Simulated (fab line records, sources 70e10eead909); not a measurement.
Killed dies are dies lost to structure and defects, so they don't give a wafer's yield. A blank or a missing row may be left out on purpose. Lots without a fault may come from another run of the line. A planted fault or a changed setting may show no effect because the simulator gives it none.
Chamber matching | flow nand_harc | NHARC_P_CONTACT_STRIP_28 on rie_diel-01: 4 sister chambers
The step strips in O2. 22 wafers are shown with their chamber, then 11 later ones without.

WAFERS WITH THEIR CHAMBER
wafer  | chamber | showerhead_plenum_p_Torr (Torr) | oes_product_au (a.u.) | rf_vpp_V (V)
L076.2 | 0       | 3.41                            | 0.983                 | 57.1
L076.3 | 2       | 3.38                            | 1.008                 | 57.5
L076.6 | 0       | 3.41                            | 0.993                 | 56.8
L076.1 | 1       | 3.64                            | 1.002                 | 58.7
L076.4 | 3       | 3.50                            | 0.981                 | 58.1
L076.5 | 1       | 3.64                            | 0.997                 | 59.2
L080.3 | 0       | 3.41                            | 0.992                 | 57.3
L080.5 | 3       | 3.49                            | 0.988                 | 57.6
L080.6 | 0       | 3.41                            | 0.986                 | 57.3
L082.1 | 1       | 3.63                            | 1.002                 | 57.8
L082.2 | 0       | 3.41                            | 0.995                 | 56.8
L082.3 | 2       | 3.38                            | 0.999                 | 57.8
L082.4 | 3       | 3.49                            | 0.997                 | 58.1
L082.5 | 2       | 3.38                            | 0.999                 | 57.8
L082.6 | 1       | 3.63                            | 0.998                 | 57.8
L084.3 | 0       | 3.41                            | 0.997                 | 57.2
L084.4 | 2       | 3.38                            | 1.001                 | 57.7
L084.6 | 0       | 3.41                            | 0.994                 | 57.8
L086.1 | 0       | 3.41                            | 0.997                 | 58.1
L086.2 | 1       | 3.63                            | 0.997                 | 58.4
L086.4 | 3       | 3.49                            | 0.990                 | 56.7
L092.3 | 1       | 3.63                            | 1.006                 | 57.9

SIGNATURES (means of the wafers above)
reading                  | chamber 0 | chamber 1 | chamber 2 | chamber 3 | scatter within a chamber
showerhead_plenum_p_Torr | 3.4100    | 3.6333    | 3.3800    | 3.4925    | 0.0034
oes_product_au           | 0.99213   | 1.00033   | 1.00175   | 0.98900   | 0.00489
rf_vpp_V                 | 57.300    | 58.300    | 57.700    | 57.625    | 0.497
Rule: a wafer's distance from a chamber is the root of the sum, over the readings, of the square of ((its reading less the chamber's mean) divided by the reading's scatter). The wafer belongs to the nearest chamber; if the next one is less than 2 further off, it can't be placed. The scatter: the root of (the sum of the squares of (reading less its chamber's mean) over the shown wafers, divided by (wafers less chambers)).

WAFERS WITHOUT THEIR CHAMBER
wafer  | showerhead_plenum_p_Torr (Torr) | oes_product_au (a.u.) | rf_vpp_V (V)
L092.4 | 3.40                            | 1.001                 | 58.0
L092.5 | 3.38                            | 1.001                 | 58.2
L096.1 | 3.38                            | 0.999                 | 57.5
L096.2 | 3.40                            | 0.991                 | 57.4
L096.5 | 3.38                            | 0.988                 | 56.4
L096.3 | 3.63                            | 1.006                 | 57.6
L096.4 | 3.49                            | 0.989                 | 58.9
L096.6 | 3.49                            | 0.983                 | 56.9
L097.2 | 3.63                            | 1.010                 | 58.9
L097.4 | 3.38                            | 1.007                 | 57.8
L097.6 | 3.49                            | 0.988                 | 57.5

WHICH CHAMBER EACH WENT THROUGH
wafer  | from the rows above | in truth
L092.4 | 0                   | 0
L092.5 | 2                   | 2
L096.1 | 2                   | 2
L096.2 | 0                   | 0
L096.5 | 2                   | 2
L096.3 | 1                   | 1
L096.4 | 3                   | 3
L096.6 | 3                   | 3
L097.2 | 1                   | 1
L097.4 | 2                   | 2
L097.6 | 3                   | 3
Placed correctly: 11 of 11. Can't be placed from these rows: 0. Placed wrongly: 0.
